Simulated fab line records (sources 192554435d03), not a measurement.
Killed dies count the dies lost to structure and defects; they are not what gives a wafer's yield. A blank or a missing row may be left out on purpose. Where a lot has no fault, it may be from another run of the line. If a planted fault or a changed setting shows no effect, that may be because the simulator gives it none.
The tool behind it: which one? -- flow n5Finfet -- 31 wafers from 11 lots sampled at 5 of the route's 1938 steps

## WHAT THE GAUGES READ, wafer by wafer
N5_WELL_APT_OVL_MEAS_09.
lot,measured,on,NWELL_OVL (nm)
L923,day 1 13:36,overlay-02,-2 3
L924,day 1 19:43,overlay-01,-5 -3 -12
L925,day 2 01:50,overlay-02,5 0 -5
L927,day 2 13:58,overlay-01,6 1 2
L931,day 3 13:46,overlay-01,-1 -1
L932,day 3 19:43,overlay-02,1 -6 -5
L933,day 4 01:37,overlay-01,1 3 0
L934,day 4 07:44,overlay-02,-2 -2 -2
L942,day 6 07:52,overlay-02,0 -2 1
L944,day 6 19:51,overlay-02,4 1 5
L945,day 7 01:56,overlay-01,-1 -4 -3

N5_BEOL_M4_RC_MEAS_101.
lot,measured,on,CJ_N,DIBL_N (mV/V),DIBL_P (mV/V),IOFF_N (nA/um),IOFF_N_85C (nA/um),IOFF_P (nA/um),ION_N (uA/um),ION_P (uA/um),RS_PWELL (ohm/sq),SS_N (mV/dec),SS_P (mV/dec),VT_N (mV),VT_P (mV)
L923,day 8 06:41,prober-02,4.35 4.36,33.8 35.4,32.5 34.2,0.13 0.16,2.6 3.1,0.16 0.19,686 688,465 467,2999 2999,70.7 70.9,72.0 72.9,250 248,-256 -251
L924,day 8 08:42,prober-02,4.40 4.27 4.29,38.8 37.1 37.7,38.8 36.6 37.8,0.20 0.16 0.17,3.7 3.2 3.2,0.24 0.21 0.22,703 689 686,474 465 468,2990 3002 2976,72.0 72.3 72.0,73.3 72.3 73.2,248 249 251,-250 -251 -251
L925,day 9 04:30,prober-02,4.34 4.25 4.28,36.2 35.3 36.0,35.8 35.2 35.4,0.18 0.15 0.15,3.5 3.0 3.1,0.24 0.22 0.23,684 675 666,471 465 466,3001 2972 3002,71.6 71.0 71.3,73.8 73.2 73.2,245 252 254,-246 -248 -249
L927,day 9 09:05,prober-01,4.38 4.38 4.29,36.8 35.3 33.9,40.0 38.0 35.4,0.19 0.17 0.13,3.7 3.4 2.6,0.24 0.21 0.17,678 679 655,465 464 446,2989 3023 3010,71.8 71.7 71.1,74.2 73.3 73.2,247 246 253,-244 -251 -251
L931,day 10 07:07,prober-01,4.42 4.49,37.9 35.0,38.6 35.5,0.19 0.13,3.6 2.6,0.26 0.21,698 662,482 464,3053 3032,71.6 71.4,73.8 72.8,248 252,-246 -251
L932,day 10 21:11,prober-02,4.37 4.30 4.27,37.7 32.6 39.5,37.3 31.9 40.4,0.18 0.10 0.22,3.4 2.2 4.0,0.23 0.16 0.28,680 664 678,463 460 464,3050 3007 3017,72.4 69.9 71.7,73.0 72.2 74.3,249 255 247,-248 -253 -247
L933,day 11 01:13,prober-01,4.18 4.50 4.07,34.4 35.1 37.0,33.7 32.9 37.8,0.15 0.17 0.20,2.9 3.2 3.7,0.21 0.20 0.29,679 708 673,469 478 469,2995 3005 2991,71.0 71.5 71.7,73.1 72.3 74.1,251 246 244,-248 -249 -246
L934,day 11 03:32,prober-01,4.45 4.11 4.07,37.2 34.2 35.3,36.5 34.1 36.3,0.19 0.13 0.16,3.7 2.7 3.1,0.20 0.17 0.21,695 646 665,472 446 454,3021 3041 3023,71.7 70.3 71.2,73.8 72.6 73.6,246 250 247,-254 -256 -252
L942,day 13 02:31,prober-02,2.60 2.61 2.62,50.5 48.0 40.4,35.3 37.2 35.0,0.96 0.79 0.24,13.9 11.7 4.3,0.14 0.17 0.15,681 688 676,438 453 450,2275 2273 2288,89.0 83.7 74.5,72.7 73.1 73.0,250 245 250,-260 -254 -258
L944,day 13 17:52,prober-01,2.60 2.58 2.60,40.2 38.4 42.8,39.2 37.6 37.9,0.32 0.25 0.52,5.6 4.5 8.5,0.25 0.22 0.24,710 684 687,481 461 458,2259 2255 2236,74.1 74.3 78.9,74.1 73.6 73.6,243 245 244,-247 -251 -249
L945,day 14 04:28,prober-02,4.25 4.53 4.27,33.7 33.2 38.4,32.3 31.3 37.8,0.11 0.10 0.18,2.3 2.1 3.4,0.14 0.14 0.21,653 664 669,450 453 455,3013 3016 3010,69.8 70.4 71.6,71.8 71.6 73.5,254 256 249,-255 -258 -254

## WHICH TOOL RAN EACH LOT (tool, then ch and the chambers of the sampled wafers, then the start)
lot,N5_ZERO_LAYER_ETCH_18,N5_WELL_APT_IMPLANT_32,N5_PMOS_HMC_CHANNEL_EPI_CMP_21
L923,"rieSi-03 ch 2,3, day 1 12:48","implanter-01 ch 0, day 1 15:14","cmp-01 ch 1,2, day 1 19:32"
L924,"rieSi-02 ch 1,3, day 1 18:47","implanter-02 ch 0, day 1 21:39","cmp-04 ch 1,2, day 2 01:30"
L925,"rieSi-02 ch 1,2,3, day 2 00:55","implanter-01 ch 0, day 2 03:58","cmp-02 ch 0,1,2, day 2 08:13"
L927,"rieSi-02 ch 0,1,3, day 2 13:02","implanter-01 ch 0, day 2 15:31","cmp-01 ch 0,2,3, day 2 19:38"
L931,"rieSi-03 ch 0,3, day 3 12:58","implanter-02 ch 0, day 3 15:37","cmp-01 ch 1,2, day 3 20:23"
L932,"rieSi-03 ch 0,1,2, day 3 18:55","implanter-01 ch 0, day 4 00:15","cmp-01 ch 0,3, day 4 04:31"
L933,"rieSi-06 ch 0,2,3, day 4 00:50","implanter-02 ch 0, day 4 04:33","cmp-01 ch 0,1,3, day 4 08:52"
L934,"rieSi-06 ch 0,1,3, day 4 06:55","implanter-02 ch 0, day 4 09:18","cmp-01 ch 1,2, day 4 13:35"
L942,"rieSi-02 ch 1,2,3, day 6 06:56","implanter-01 ch 0, day 6 09:47","cmp-01 ch 0,2,3, day 6 14:22"
L944,"rieSi-02 ch 1,2,3, day 6 18:55","implanter-01 ch 0, day 6 21:32","cmp-02 ch 0,3, day 7 02:07"
L945,"rieSi-02 ch 1,2, day 7 00:59","implanter-02 ch 0, day 7 03:44","cmp-04 ch 0,2,3, day 7 08:32"
- N5_ZERO_LAYER_ETCH_18: etches Si in HBr/Cl2, target depth 120 nm, time 40 s.
- N5_WELL_APT_IMPLANT_32
- N5_PMOS_HMC_CHANNEL_EPI_CMP_21: polishes SiGe30, target thk 54 nm.

## WHAT THE TOOLS THEMSELVES READ (means of the sampled wafers that have a number; where no wafer has one, the mark that the record gives instead)
N5_ZERO_LAYER_ETCH_18.
lot,tool,biasW (W),drypumpMotorCurrentA (A),oesProductAu (a.u.),throttleValvePct (%)
L923,rieSi-03,74.93,5.7,1.001,35.8
L924,rieSi-02,75.25,5.7,0.990,36.1
L925,rieSi-02,75.05,5.7,0.989,36.3
L927,rieSi-02,75.01,5.9,1.002,36.2
L931,rieSi-03,75.09,5.5,1.013,36.7
L932,rieSi-03,75.04,5.6,1.005,36.2
L933,rieSi-06,75.17,6.2,1.004,36.4
L934,rieSi-06,74.87,6.3,1.009,36.5
L942,rieSi-02,75.10,5.7,0.987,36.3
L944,rieSi-02,75.24,5.7,0.993,36.3
L945,rieSi-02,74.98,5.7,0.995,36.7

N5_WELL_APT_IMPLANT_32.
lot,tool,beamEnergyKeV
L923,implanter-01,50.008
L924,implanter-02,49.973
L925,implanter-01,49.995
L927,implanter-01,49.976
L931,implanter-02,50.006
L932,implanter-01,49.998
L933,implanter-02,50.002
L934,implanter-02,50.001
L942,implanter-01,108.113
L944,implanter-01,108.093
L945,implanter-02,49.990

N5_PMOS_HMC_CHANNEL_EPI_CMP_21.
lot,tool,motorCurrentA (A)
L923,cmp-01,12.4
L924,cmp-04,12.6
L925,cmp-02,11.5
L927,cmp-01,12.4
L931,cmp-01,12.4
L932,cmp-01,12.2
L933,cmp-01,12.9
L934,cmp-01,13.1
L942,cmp-01,12.3
L944,cmp-02,10.8
L945,cmp-04,12.1

## THE ANSWER, worked out from the rows above alone
Rule: usual is defined by the lots themselves. Put in order of their means at a reading, lots are off if they are a third of the lots or fewer, leave a main group of 4 or more, and stand apart from it by a gap of 3 or more times the standard deviation of the main group's means; of several such gaps the widest counts. The tables above print the reading to a certain number of digits; a main group whose means all agree to those digits is not used. A lot without any number at a reading at which 4 lots or more have one is off too. All remaining lots with rows at the step are treated as sound. Order of review: gauges by route order, followed by the tools' own readings, for which a lot's mean as printed above is used. At the first step where some lot is off, the reading lying furthest off is the one used; lots without a number count as furthest.
Off: L942, L944, seen at N5_BEOL_M4_RC_MEAS_101 (RS_PWELL). The main group: mean 3010 ohm/sq, standard deviation 17.
If a tool, at a process step before that reading, ran all the lots that are off and no sound lot after the first of them, it fits. Not tried: the gauges at N5_BEOL_M4_RC_MEAS_101; whatever is off there is also off at N5_WELL_APT_IMPLANT_32, on other tools, and gauge error can't account for it. One fits: N5_WELL_APT_IMPLANT_32 on implanter-01. Its last sound lot is L932 (day 4 00:15), its first lot that is off L942 (day 6 09:47): a fault that began between those two fits.
On the lots that are off, the tool's own readings at N5_WELL_APT_IMPLANT_32 differ by more than 5 times the standard deviation of the sound lots' means, which bears it out; beamEnergyKeV reads 108.103 there versus 49.994 on the sound lots.

## WHAT WAS PUT IN BY THE SIMULATOR
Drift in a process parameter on implanter-01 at N5_WELL_APT_IMPLANT_32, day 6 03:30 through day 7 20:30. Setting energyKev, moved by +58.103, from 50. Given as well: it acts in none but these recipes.
Struck lots among those shown: L942, L944. The same result came from the rule above.
